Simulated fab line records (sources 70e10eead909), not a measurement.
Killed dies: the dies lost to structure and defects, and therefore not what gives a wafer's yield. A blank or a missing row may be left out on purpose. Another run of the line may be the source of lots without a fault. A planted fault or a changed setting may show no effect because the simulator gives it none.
Chamber matching -- flow nand harc -- 4 sister chambers for NHARC_A_CONTACT_ETCH_92 on rie diel-12
The step etches the open film in CH3F/O2, target depth 40 nm, time 85.7 s. 8 wafers are shown with their chamber, then 8 later ones without.

WAFERS, EACH WITH ITS CHAMBER
wafer,chamber,showerhead plenum p Torr (Torr),rf vpp V (V)
L079.2,3,2.65,247.5
L079.5,2,2.34,242.1
L082.1,1,2.52,244.6
L082.6,0,2.62,247.3
L080.1,2,2.33,242.1
L080.3,1,2.52,244.8
L080.5,0,2.62,246.9
L089.1,3,2.63,246.8

WAFERS WITH NO CHAMBER GIVEN
wafer,showerhead plenum p Torr (Torr),rf vpp V (V)
L089.3,2.61,249.9
L089.6,2.61,245.5
L091.3,2.32,241.2
L091.4,2.63,247.3
L091.6,2.32,240.3
L093.1,2.51,245.1
L093.2,2.32,243.0
L093.3,2.63,246.9

EACH ONE'S CHAMBER
wafer,from the rows above,in truth
L089.3,can't be placed: 0 or 3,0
L089.6,can't be placed: 0 or 3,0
L091.3,2,2
L091.4,can't be placed: 3 or 0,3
L091.6,2,2
L093.1,1,1
L093.2,2,2
L093.3,can't be placed: 0 or 3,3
Correctly placed: 4 of 8. Not placeable from these rows: 4 (in 4, the candidates include the true chamber). Number placed wrongly: 0.
How it was worked out, from the rows above alone: a wafer's distance from a chamber is the root of the sum, over the readings, of the square of ((its reading less the chamber's mean) divided by the reading's scatter). If the next closest chamber is less than 2 further off than the closest, the wafer can't be placed; otherwise it belongs to the closest. For every chamber, the mean is computed from those of its wafers that are shown. The scatter is the square root of a quotient: the sum, over the shown wafers, of each reading's squared deviation from its chamber's mean, divided by wafers minus chambers.
